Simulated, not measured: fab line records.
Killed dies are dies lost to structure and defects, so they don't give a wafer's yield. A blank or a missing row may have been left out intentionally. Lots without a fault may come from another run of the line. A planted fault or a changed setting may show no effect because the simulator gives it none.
Which tool was responsible? | flow n5_finfet | 10 lots, 29 wafers sampled, at 5 steps of a route of 1938

== WHAT THE GAUGES READ, wafer by wafer ==
N5_BEOL_M4_RC_MEAS_101. Usual: DIBL_N 36.9 mV/V, standard deviation 1.6; DIBL_P 37.1 mV/V, standard deviation 2; IOFF_N 0.17 nA/um, standard deviation 0.032; IOFF_P 0.22 nA/um, standard deviation 0.036; ION_N 674 uA/um, standard deviation 12; ION_P 463 uA/um, standard deviation 7.8; SS_N 71.7 mV/dec, standard deviation 0.63; SS_P 73.5 mV/dec, standard deviation 0.62; VT_N 249 mV, standard deviation 3.3; VT_P -250 mV, standard deviation 3.5.
lot  | measured     | on        | DIBL_N (mV/V)  | DIBL_P (mV/V)  | IOFF_N (nA/um) | IOFF_P (nA/um) | ION_N (uA/um) | ION_P (uA/um) | SS_N (mV/dec)  | SS_P (mV/dec)  | VT_N (mV)   | VT_P (mV)      | flag
L796 | day 8 11:50  | prober-01 | 36.2 38.1      | 35.7 38.2      | 0.16 0.20      | 0.21 0.25      | 685 693       | 463 468       | 72.0 72.9      | 73.2 74.0      | 248 245     | -251 -246      |
L799 | day 9 03:10  | prober-01 | 38.6 36.9 35.1 | 39.4 39.0 35.2 | 0.20 0.18 0.14 | 0.29 0.29 0.21 | 679 689 664   | 469 474 464   | 71.8 72.1 71.2 | 74.3 73.9 73.3 | 247 249 252 | -246 -246 -248 |
L805 | day 10 13:26 | prober-02 | 35.0 35.6 38.5 | 35.4 38.5 39.7 | 0.15 0.16 0.21 | 0.18 0.23 0.26 | 660 687 678   | 451 467 465   | 71.0 70.9 71.1 | 73.3 73.9 74.3 | 252 250 249 | -253 -251 -250 |
L807 | day 11 00:10 | prober-02 | 39.5 39.5 37.1 | 37.4 37.6 34.6 | 0.17 0.18 0.13 | 0.19 0.20 0.15 | 668 687 661   | 444 466 450   | 72.3 72.0 71.7 | 73.3 74.1 72.9 | 248 247 255 | -253 -252 -258 |
L808 | day 11 09:43 | prober-01 | 33.2 34.9 34.9 | 33.8 38.0 36.9 | 0.11 0.13 0.14 | 0.13 0.19 0.17 | 658 650 664   | 451 451 457   | 71.9 71.8 71.5 | 72.2 72.7 72.2 | 258 258 252 | -257 -253 -254 |
L809 | day 11 01:46 | prober-01 | 37.2 36.7 38.8 | 38.2 37.3 38.7 | 0.17 0.16 0.20 | 0.24 0.22 0.25 | 681 685 680   | 473 474 455   | 71.6 71.9 72.4 | 73.7 72.7 73.4 | 248 249 246 | -249 -252 -249 |
L814 | day 12 16:11 | prober-01 | 36.1 39.8 37.8 | 35.9 38.9 37.5 | 0.16 0.24 0.20 | 0.25 0.30 0.28 | 672 697 695   | 468 479 473   | 71.8 72.4 71.5 | 73.7 74.4 73.8 | 247 243 245 | -246 -243 -244 |
L817 | day 13 12:01 | prober-01 | 36.6 37.0 37.5 | 38.6 40.2 40.7 | 0.18 0.19 0.20 | 0.22 0.25 0.27 | 679 675 683   | 459 459 468   | 72.4 72.4 72.8 | 73.8 74.0 74.1 | 250 248 246 | -249 -252 -247 |
L818 | day 13 14:08 | prober-01 | 36.7 35.1 38.2 | 34.9 32.2 36.6 | 0.18 0.14 0.19 | 0.25 0.20 0.27 | 682 667 673   | 472 464 466   | 71.2 71.7 72.0 | 73.7 72.9 73.8 | 246 253 248 | -246 -249 -245 |
L819 | day 13 22:05 | prober-01 | 36.4 37.4 34.4 | 37.4 38.7 35.7 | 0.16 0.17 0.12 | 0.24 0.25 0.21 | 676 677 664   | 469 467 467   | 71.2 70.5 71.0 | 73.3 73.9 72.7 | 247 249 255 | -245 -247 -249 |

== EACH LOT AND THE TOOL THAT RAN IT (in order: tool; ch and the chambers of the sampled wafers; start) ==
lot  | N5_MOL_CONTACT_COAG_ETCH_15        | N5_MOL_CONTACT_COAG_SIL_ANNEAL_21 | N5_MOL_CONTACT_COAG_PRECLEAN_125    | N5_MOL_CONTACT_COAG_CMP_28
L796 | rie_diel-03 ch 1,3, day 4 14:36    | rtp_anneal-02 ch 0, day 4 16:04   | wet_bench-01 ch 4,5, day 4 19:50    | cmp-04 ch 2,3, day 4 23:43
L799 | rie_diel-05 ch 1,2,3, day 5 11:47  | rtp_anneal-02 ch 0, day 5 13:18   | wet_bench-01 ch 1,5,6, day 5 16:26  | cmp-04 ch 1,3, day 5 18:53
L805 | rie_diel-05 ch 0,2, day 6 19:35    | rtp_anneal-02 ch 0, day 6 20:47   | wet_bench-04 ch 2,4,5, day 7 01:06  | cmp-01 ch 0,2,3, day 7 03:37
L807 | rie_diel-05 ch 1,3, day 7 15:58    | rtp_anneal-01 ch 0, day 7 17:49   | wet_bench-05 ch 1,2,4, day 7 20:11  | cmp-04 ch 0,1,2, day 7 22:41
L808 | rie_diel-01 ch 0,1, day 7 20:05    | rtp_anneal-02 ch 0, day 7 22:58   | wet_bench-05 ch 0,2,5, day 8 02:56  | cmp-02 ch 0,1,3, day 8 07:19
L809 | rie_diel-03 ch 0,1,3, day 7 22:46  | rtp_anneal-01 ch 0, day 8 00:03   | wet_bench-05 ch 2,3,7, day 8 03:02  | cmp-01 ch 0,2,3, day 8 05:37
L814 | rie_diel-05 ch 0,1, day 9 07:56    | rtp_anneal-02 ch 0, day 9 09:51   | wet_bench-05 ch 2,6,7, day 9 13:16  | cmp-02 ch 0,1,2, day 9 15:42
L817 | rie_diel-01 ch 0,1,3, day 10 00:00 | rtp_anneal-01 ch 0, day 10 01:14  | wet_bench-05 ch 2,3,5, day 10 06:02 | cmp-04 ch 0,2,3, day 10 08:44
L818 | rie_diel-01 ch 0,1,2, day 10 04:39 | rtp_anneal-01 ch 0, day 10 06:07  | wet_bench-05 ch 1,2,6, day 10 09:16 | cmp-01 ch 0,1,2, day 10 11:43
L819 | rie_diel-03 ch 0,1,2, day 10 11:58 | rtp_anneal-02 ch 0, day 10 13:11  | wet_bench-04 ch 1,5,6, day 10 20:12 | cmp-01 ch 0,1,3, day 10 22:41
- N5_MOL_CONTACT_COAG_ETCH_15: etches SiNx in CH3F/O2, stops on Si:P, target depth 7 nm.
- N5_MOL_CONTACT_COAG_SIL_ANNEAL_21: time 60 s.
- N5_MOL_CONTACT_COAG_PRECLEAN_125: cleans in DIW, time 57.5 s.
- N5_MOL_CONTACT_COAG_CMP_28: polishes, stops on SiNx, t overpolish 0.85 s, target thk 14.522 nm.

== AS READ BY THE TOOLS THEMSELVES (means over the sampled wafers that have a number; for cases with no such wafer, the mark the record gives instead) ==
N5_MOL_CONTACT_COAG_ETCH_15. Usual: bias_w 72.99 W, standard deviation 0.21; chamber_pressure_mTorr 30.00 mTorr, standard deviation 0.034; drypump_motor_current_A 5.7 A, standard deviation 0.39; oes_f_703_au 0.75 a.u., standard deviation 0.073; oes_o_777_au 0.75 a.u., standard deviation 0.069; oes_product_au 0.56 a.u., standard deviation 0.047; rf_vpp_V 301 V, standard deviation 6.5; showerhead_plenum_p_Torr 2.01 Torr, standard deviation 0.062; throttle_valve_pct 16.38 %, standard deviation 0.25.
lot  | tool        | bias_w (W) | chamber_pressure_mTorr (mTorr) | drypump_motor_current_A (A) | oes_f_703_au (a.u.) | oes_o_777_au (a.u.) | oes_product_au (a.u.) | rf_vpp_V (V) | showerhead_plenum_p_Torr (Torr) | throttle_valve_pct (%) | flag
L796 | rie_diel-03 | 73.30      | 30.01                          | 5.7                         | 0.86                | 0.85                | 0.63                  | 294          | 1.97                            | 15.93                  |
L799 | rie_diel-05 | 72.91      | 30.01                          | 5.8                         | 0.71                | 0.71                | 0.53                  | 306          | 2.02                            | 16.49                  |
L805 | rie_diel-05 | 73.13      | 30.00                          | 5.3                         | 0.72                | 0.73                | 0.54                  | 307          | 2.06                            | 16.64                  |
L807 | rie_diel-05 | 72.87      | 30.00                          | 5.9                         | 0.70                | 0.70                | 0.53                  | 306          | 2.01                            | 16.43                  |
L808 | rie_diel-01 | 72.93      | 29.98                          | 5.8                         | 0.85                | 0.86                | 0.63                  | 295          | 1.97                            | 16.11                  |
L809 | rie_diel-03 | 73.02      | 29.99                          | 5.7                         | 0.80                | 0.80                | 0.59                  | 297          | 2.01                            | 16.05                  |
L814 | rie_diel-05 | 72.71      | 30.01                          | 5.4                         | 0.73                | 0.73                | 0.54                  | 305          | 2.06                            | 16.56                  |
L817 | rie_diel-01 | 72.84      | 29.99                          | 5.8                         | 0.77                | 0.77                | 0.56                  | 294          | 1.98                            | 16.34                  |
L818 | rie_diel-01 | 73.02      | 29.99                          | 5.8                         | 0.86                | 0.86                | 0.62                  | 295          | 1.96                            | 16.20                  |
L819 | rie_diel-03 | 73.10      | 30.00                          | 5.5                         | 0.75                | 0.75                | 0.56                  | 301          | 2.02                            | 16.21                  |

N5_MOL_CONTACT_COAG_SIL_ANNEAL_21. Usual: lamp_power_pct 5.90 %, standard deviation 0.091; wafer_temp_C_max 552.9, standard deviation 0.68.
lot  | tool          | lamp_power_pct (%) | wafer_temp_C_max | flag
L796 | rtp_anneal-02 | 5.96               | 552.2            |
L799 | rtp_anneal-02 | 5.96               | 552.6            |
L805 | rtp_anneal-02 | 5.96               | 552.6            |
L807 | rtp_anneal-01 | 5.77               | 553.8            |
L808 | rtp_anneal-02 | 5.96               | 552.7            |
L809 | rtp_anneal-01 | 5.77               | 553.4            |
L814 | rtp_anneal-02 | 5.97               | 552.8            |
L817 | rtp_anneal-01 | 5.77               | 553.9            |
L818 | rtp_anneal-01 | 5.77               | 554.0            |
L819 | rtp_anneal-02 | 5.96               | 553.3            |

N5_MOL_CONTACT_COAG_PRECLEAN_125. Usual: run_length_s at 65.4 s, with a standard deviation of 2.5.
lot  | tool         | run_length_s (s) | flag
L796 | wet_bench-01 | 64.2             |
L799 | wet_bench-01 | 64.5             |
L805 | wet_bench-04 | 64.1             |
L807 | wet_bench-05 | 64.6             |
L808 | wet_bench-05 | 70.5             |
L809 | wet_bench-05 | 70.4             |
L814 | wet_bench-05 | 88.7             | OFF
L817 | wet_bench-05 | 93.8             | OFF
L818 | wet_bench-05 | 94.0             | OFF
L819 | wet_bench-04 | 63.9             |

N5_MOL_CONTACT_COAG_CMP_28. Usual: motor_current_A 12.5 A, standard deviation 1.2; slurry_filter_dp_kPa 13.49 kPa, standard deviation 0.14; time_to_endpoint_s 4.5 s, standard deviation 2.
lot  | tool   | motor_current_A (A) | slurry_filter_dp_kPa (kPa) | time_to_endpoint_s (s) | flag
L796 | cmp-04 | 13.2                | 13.50                      | 2.0                    |
L799 | cmp-04 | 12.6                | 13.45                      | 3.8                    |
L805 | cmp-01 | 12.5                | 13.40                      | 5.6                    |
L807 | cmp-04 | 12.4                | 13.49                      | 4.3                    |
L808 | cmp-02 | 12.2                | 13.52                      | 5.9                    |
L809 | cmp-01 | 12.0                | 13.52                      | 4.0                    |
L814 | cmp-02 | 12.7                | 13.60                      | 5.1                    |
L817 | cmp-04 | 13.0                | 13.55                      | 7.8                    |
L818 | cmp-01 | 11.8                | 13.47                      | 5.2                    |
L819 | cmp-01 | 12.9                | 13.49                      | 4.9                    |

== THE ANSWER, worked out from the rows above alone ==
Rule: a lot counts as off when the mean over its wafers that have a number is more than 3 standard deviations away from the usual mean. A lot without any number at a reading at which 4 lots or more have one is off too. The other lots that the step has rows for count as sound. First the gauges in route order, then the tools' own readings, where a lot's mean is used as printed above. The first step at which some lot is off is used, and at that step the reading that is off furthest; a lot without a number counts as furthest.
Off: L814, L817, L818 (N5_MOL_CONTACT_COAG_PRECLEAN_125, run_length_s).
If a tool, at that step or one of the process steps before it, ran each lot that is off and ran no sound lot following the first of them, it fits. One candidate fits, namely wet_bench-05 at N5_MOL_CONTACT_COAG_PRECLEAN_125. Its last sound lot is L809 (day 8 03:02), its first lot that is off L814 (day 9 13:16): a fault that began between those two fits.
The tool's own readings at N5_MOL_CONTACT_COAG_PRECLEAN_125 bear it out: on the lots that are off they differ by more than 5 times the standard deviation of the sound lots' means. run_length_s reads 92.2 s there against 66.0 s on the sound lots.

== WHAT THE SIMULATOR HAD PUT IN ==
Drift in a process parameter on wet_bench-05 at N5_MOL_CONTACT_COAG_PRECLEAN_125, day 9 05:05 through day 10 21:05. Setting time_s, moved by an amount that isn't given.
Lots struck among those shown: L814, L817, L818. The rule above found the same.
